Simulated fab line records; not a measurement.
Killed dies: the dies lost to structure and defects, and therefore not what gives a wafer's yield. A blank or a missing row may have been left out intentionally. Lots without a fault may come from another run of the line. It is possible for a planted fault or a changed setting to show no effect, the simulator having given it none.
Chamber matching -- flow n5Finfet -- N5_BEOL_M4_ETCH_64 on rieDiel-04: 4 sister chambers
The step etches SOC in N2/H2, target depth 75 nm, overetch 22.5 nm, time 121.9 s. 7 wafers are shown with their chamber, then 8 later ones without.

## EACH WAFER AND ITS CHAMBER
wafer,chamber,drypumpMotorCurrentA (A),throttleValvePct (%)
L074.5,0,5.6,17.77
L084.5,3,5.9,18.21
L084.6,1,6.4,17.98
L085.1,1,6.4,18.01
L085.4,3,6.0,18.22
L085.6,2,5.9,17.28
L093.1,2,5.9,17.30

## WAFERS WHOSE CHAMBER IS MISSING
wafer,drypumpMotorCurrentA (A),throttleValvePct (%)
L093.4,6.4,18.04
L093.5,5.9,17.74
L094.4,6.0,17.76
L094.5,5.7,17.85
L094.6,6.4,18.04
L095.1,5.9,17.30
L095.3,6.0,17.75
L095.6,5.9,17.31

## CHAMBER TAKEN BY EACH
wafer,from the rows above,in truth
L093.4,1,1
L093.5,0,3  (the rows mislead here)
L094.4,0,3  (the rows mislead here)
L094.5,0,0
L094.6,1,1
L095.1,2,2
L095.3,0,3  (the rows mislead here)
L095.6,2,2
Correct placement for 5 of the 8. Number that these rows cannot place: 0. Wrongly placed: 3.
How it was worked out, from the rows above alone: a wafer's distance from a chamber is the root of the sum, over the readings, of the square of ((its reading less the chamber's mean) divided by the reading's scatter). If the next closest chamber is less than 2 further off than the closest, the wafer can't be placed; otherwise it belongs to the closest. A chamber's mean is the mean of its shown wafers. The scatter is the square root of a quotient: the sum, over the shown wafers, of each reading's squared deviation from its chamber's mean, divided by wafers minus chambers.
